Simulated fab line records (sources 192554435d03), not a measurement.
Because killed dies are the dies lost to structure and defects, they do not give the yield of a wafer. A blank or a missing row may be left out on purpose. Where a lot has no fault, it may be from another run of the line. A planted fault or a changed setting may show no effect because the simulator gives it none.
Lot-split experiment / flow n5_finfet / on a route of 1938 steps: 7 lots, 39 wafers read

SPLIT DETAILS
At N5_HKMG_FIN_ETCH_32 (etches SOC in N2/H2, target depth 240 nm, time 300 s), the setting target_depth_a was moved away from the recipe's 2400 angstrom on 15 of the 39 wafers read, by -12.1% to +8.1%. The other wafers ran this setting at the recipe's value.

The split's own step is where the reading is taken.

THE READING
SiARC_of_HKMG_FIN_COAT_30.thk_nm (the simulator's own value, which no gauge read), in nm, at N5_HKMG_FIN_ETCH_32 (etches SOC in N2/H2, target depth 240 nm, time 300 s). There is no usual value for it anywhere in the file. Here, 24 wafers ran the recipe; their average is 21.0 nm with a standard deviation of 0.33 nm.

wafer=L079.1; tool, chamber at the split=rie_diel-03, 1; target_depth_a as run, angstrom=2400; against the recipe=recipe; SiARC_of_HKMG_FIN_COAT_30.thk_nm, nm=20.8; against lot-mates on the recipe=-
wafer=L079.2; tool, chamber at the split=rie_diel-03, 3; target_depth_a as run, angstrom=2400; against the recipe=recipe; SiARC_of_HKMG_FIN_COAT_30.thk_nm, nm=21; against lot-mates on the recipe=-
wafer=L079.5; tool, chamber at the split=rie_diel-03, 3; target_depth_a as run, angstrom=2400; against the recipe=recipe; SiARC_of_HKMG_FIN_COAT_30.thk_nm, nm=21.2; against lot-mates on the recipe=-
wafer=L081.1; tool, chamber at the split=rie_diel-03, 1; target_depth_a as run, angstrom=2110; against the recipe=-12.1%; SiARC_of_HKMG_FIN_COAT_30.thk_nm, nm=22.6; against lot-mates on the recipe=+1.6
wafer=L081.2; tool, chamber at the split=rie_diel-03, 3; target_depth_a as run, angstrom=2400; against the recipe=recipe; SiARC_of_HKMG_FIN_COAT_30.thk_nm, nm=21; against lot-mates on the recipe=-
wafer=L081.3; tool, chamber at the split=rie_diel-03, 0; target_depth_a as run, angstrom=2400; against the recipe=recipe; SiARC_of_HKMG_FIN_COAT_30.thk_nm, nm=21; against lot-mates on the recipe=-
wafer=L081.4; tool, chamber at the split=rie_diel-03, 2; target_depth_a as run, angstrom=2400; against the recipe=recipe; SiARC_of_HKMG_FIN_COAT_30.thk_nm, nm=21; against lot-mates on the recipe=-
wafer=L081.5; tool, chamber at the split=rie_diel-03, 2; target_depth_a as run, angstrom=2110; against the recipe=-12.1%; SiARC_of_HKMG_FIN_COAT_30.thk_nm, nm=22.8; against lot-mates on the recipe=+1.8
wafer=L081.6; tool, chamber at the split=rie_diel-03, 1; target_depth_a as run, angstrom=2110; against the recipe=-12.1%; SiARC_of_HKMG_FIN_COAT_30.thk_nm, nm=22.6; against lot-mates on the recipe=+1.6
wafer=L087.1; tool, chamber at the split=rie_diel-06, 2; target_depth_a as run, angstrom=2400; against the recipe=recipe; SiARC_of_HKMG_FIN_COAT_30.thk_nm, nm=21; against lot-mates on the recipe=-
wafer=L087.2; tool, chamber at the split=rie_diel-06, 3; target_depth_a as run, angstrom=2594; against the recipe=+8.1%; SiARC_of_HKMG_FIN_COAT_30.thk_nm, nm=19.4; against lot-mates on the recipe=-1.2
wafer=L087.3; tool, chamber at the split=rie_diel-06, 0; target_depth_a as run, angstrom=2594; against the recipe=+8.1%; SiARC_of_HKMG_FIN_COAT_30.thk_nm, nm=20.2; against lot-mates on the recipe=-0.4
wafer=L087.4; tool, chamber at the split=rie_diel-06, 1; target_depth_a as run, angstrom=2400; against the recipe=recipe; SiARC_of_HKMG_FIN_COAT_30.thk_nm, nm=20.4; against lot-mates on the recipe=-
wafer=L087.5; tool, chamber at the split=rie_diel-06, 0; target_depth_a as run, angstrom=2594; against the recipe=+8.1%; SiARC_of_HKMG_FIN_COAT_30.thk_nm, nm=20; against lot-mates on the recipe=-0.6
wafer=L087.6; tool, chamber at the split=rie_diel-06, 3; target_depth_a as run, angstrom=2400; against the recipe=recipe; SiARC_of_HKMG_FIN_COAT_30.thk_nm, nm=20.4; against lot-mates on the recipe=-
wafer=L088.1; tool, chamber at the split=rie_diel-03, 1; target_depth_a as run, angstrom=2400; against the recipe=recipe; SiARC_of_HKMG_FIN_COAT_30.thk_nm, nm=20.6; against lot-mates on the recipe=-
wafer=L088.2; tool, chamber at the split=rie_diel-03, 0; target_depth_a as run, angstrom=2400; against the recipe=recipe; SiARC_of_HKMG_FIN_COAT_30.thk_nm, nm=21.2; against lot-mates on the recipe=-
wafer=L088.3; tool, chamber at the split=rie_diel-03, 3; target_depth_a as run, angstrom=2400; against the recipe=recipe; SiARC_of_HKMG_FIN_COAT_30.thk_nm, nm=21; against lot-mates on the recipe=-
wafer=L088.4; tool, chamber at the split=rie_diel-03, 2; target_depth_a as run, angstrom=2400; against the recipe=recipe; SiARC_of_HKMG_FIN_COAT_30.thk_nm, nm=21.2; against lot-mates on the recipe=-
wafer=L088.5; tool, chamber at the split=rie_diel-03, 0; target_depth_a as run, angstrom=2400; against the recipe=recipe; SiARC_of_HKMG_FIN_COAT_30.thk_nm, nm=21; against lot-mates on the recipe=-
wafer=L088.6; tool, chamber at the split=rie_diel-03, 1; target_depth_a as run, angstrom=2400; against the recipe=recipe; SiARC_of_HKMG_FIN_COAT_30.thk_nm, nm=20.6; against lot-mates on the recipe=-
wafer=L089.1; tool, chamber at the split=rie_diel-04, 1; target_depth_a as run, angstrom=2488; against the recipe=+3.7%; SiARC_of_HKMG_FIN_COAT_30.thk_nm, nm=20.6; against lot-mates on the recipe=-0.8
wafer=L089.2; tool, chamber at the split=rie_diel-04, 2; target_depth_a as run, angstrom=2400; against the recipe=recipe; SiARC_of_HKMG_FIN_COAT_30.thk_nm, nm=21.4; against lot-mates on the recipe=-
wafer=L089.3; tool, chamber at the split=rie_diel-04, 0; target_depth_a as run, angstrom=2400; against the recipe=recipe; SiARC_of_HKMG_FIN_COAT_30.thk_nm, nm=21.6; against lot-mates on the recipe=-
wafer=L089.4; tool, chamber at the split=rie_diel-04, 1; target_depth_a as run, angstrom=2400; against the recipe=recipe; SiARC_of_HKMG_FIN_COAT_30.thk_nm, nm=21.2; against lot-mates on the recipe=-
wafer=L089.5; tool, chamber at the split=rie_diel-04, 0; target_depth_a as run, angstrom=2488; against the recipe=+3.7%; SiARC_of_HKMG_FIN_COAT_30.thk_nm, nm=20.8; against lot-mates on the recipe=-0.6
wafer=L089.6; tool, chamber at the split=rie_diel-04, 2; target_depth_a as run, angstrom=2488; against the recipe=+3.7%; SiARC_of_HKMG_FIN_COAT_30.thk_nm, nm=21; against lot-mates on the recipe=-0.4
wafer=L091.1; tool, chamber at the split=rie_diel-06, 3; target_depth_a as run, angstrom=2400; against the recipe=recipe; SiARC_of_HKMG_FIN_COAT_30.thk_nm, nm=20.6; against lot-mates on the recipe=-
wafer=L091.2; tool, chamber at the split=rie_diel-06, 1; target_depth_a as run, angstrom=2400; against the recipe=recipe; SiARC_of_HKMG_FIN_COAT_30.thk_nm, nm=20.6; against lot-mates on the recipe=-
wafer=L091.3; tool, chamber at the split=rie_diel-06, 0; target_depth_a as run, angstrom=2263; against the recipe=-5.7%; SiARC_of_HKMG_FIN_COAT_30.thk_nm, nm=22; against lot-mates on the recipe=+1.3
wafer=L091.4; tool, chamber at the split=rie_diel-06, 2; target_depth_a as run, angstrom=2400; against the recipe=recipe; SiARC_of_HKMG_FIN_COAT_30.thk_nm, nm=21; against lot-mates on the recipe=-
wafer=L091.5; tool, chamber at the split=rie_diel-06, 1; target_depth_a as run, angstrom=2263; against the recipe=-5.7%; SiARC_of_HKMG_FIN_COAT_30.thk_nm, nm=21.6; against lot-mates on the recipe=+0.9
wafer=L091.6; tool, chamber at the split=rie_diel-06, 0; target_depth_a as run, angstrom=2263; against the recipe=-5.7%; SiARC_of_HKMG_FIN_COAT_30.thk_nm, nm=22; against lot-mates on the recipe=+1.3
wafer=L094.1; tool, chamber at the split=rie_diel-04, 3; target_depth_a as run, angstrom=2316; against the recipe=-3.5%; SiARC_of_HKMG_FIN_COAT_30.thk_nm, nm=21.8; against lot-mates on the recipe=+0.4
wafer=L094.2; tool, chamber at the split=rie_diel-04, 1; target_depth_a as run, angstrom=2400; against the recipe=recipe; SiARC_of_HKMG_FIN_COAT_30.thk_nm, nm=21.2; against lot-mates on the recipe=-
wafer=L094.3; tool, chamber at the split=rie_diel-04, 0; target_depth_a as run, angstrom=2400; against the recipe=recipe; SiARC_of_HKMG_FIN_COAT_30.thk_nm, nm=21.4; against lot-mates on the recipe=-
wafer=L094.4; tool, chamber at the split=rie_diel-04, 2; target_depth_a as run, angstrom=2316; against the recipe=-3.5%; SiARC_of_HKMG_FIN_COAT_30.thk_nm, nm=22; against lot-mates on the recipe=+0.6
wafer=L094.5; tool, chamber at the split=rie_diel-04, 2; target_depth_a as run, angstrom=2400; against the recipe=recipe; SiARC_of_HKMG_FIN_COAT_30.thk_nm, nm=21.6; against lot-mates on the recipe=-
wafer=L094.6; tool, chamber at the split=rie_diel-04, 3; target_depth_a as run, angstrom=2316; against the recipe=-3.5%; SiARC_of_HKMG_FIN_COAT_30.thk_nm, nm=22; against lot-mates on the recipe=+0.6

THE FIT
A straight line over all 39 wafers: SiARC_of_HKMG_FIN_COAT_30.thk_nm changes by -0.14 nm for each +1% of target_depth_a; r = -0.89; the points scatter about the line by 0.33 nm.
The same after taking each lot's own level away (the mean of its wafers on the recipe; 39 wafers): -0.134 nm for each +1%; r = -0.93; scatter 0.25 nm.
On that fit, the largest move of target_depth_a shifts the reading by 1.6 nm.
Across the lots, their own levels run from 20.60 to 21.40 nm, a range of 2.4 times the standard deviation given above.
Hence the lot-to-lot level has little effect on the slope; both slopes agree.
Check: for one of the wafers moved furthest among these (-12.1%), held out of the fit, the line's prediction against its lot-mates is +1.69 nm. It came out at +1.6 nm against them.

OTHER SPLITS ON THESE WAFERS
These wafers also went through other splits before the reading. Each is held against what the fit with the lots' levels taken away leaves over:
other split on the same wafers=N5_FIN_CUT_CUT_ETCH_26 time_s; wafers away from the commonest value=9; r with SiARC_of_HKMG_FIN_COAT_30.thk_nm (lot level and that fit taken away)=-0.08
other split on the same wafers=N5_DUMMY_GATE_EXPOSE_12 dose_mj; wafers away from the commonest value=18; r with SiARC_of_HKMG_FIN_COAT_30.thk_nm (lot level and that fit taken away)=-0.03

THE WHOLE CHAIN: every reading that the file lists as answering this split, in the file's order
step=N5_HKMG_FIN_ETCH_32; what it does=etches SOC in N2/H2, target depth 240 nm, time 300 s; reading=etch.depth_nm (the simulator's own value, which no gauge read); change (the file's fit)=+2.39 nm for each +1% of the setting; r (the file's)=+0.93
step=N5_HKMG_FIN_ETCH_32; what it does=etches SOC in N2/H2, target depth 240 nm, time 300 s; reading=HKMG_FIN.feature_depth_nm (the simulator's own value, which no gauge read); change (the file's fit)=+2.39 nm for each +1% of the setting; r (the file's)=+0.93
step=N5_HKMG_FIN_ETCH_32; what it does=etches SOC in N2/H2, target depth 240 nm, time 300 s; reading=SiARC_of_HKMG_FIN_COAT_30.thk_nm (the simulator's own value, which no gauge read); change (the file's fit)=-0.136 nm for each +1% of the setting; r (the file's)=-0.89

FILE'S OWN FIT
SiARC_of_HKMG_FIN_COAT_30.thk_nm changes by -0.136 nm for each +1% of target_depth_a, r = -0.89.
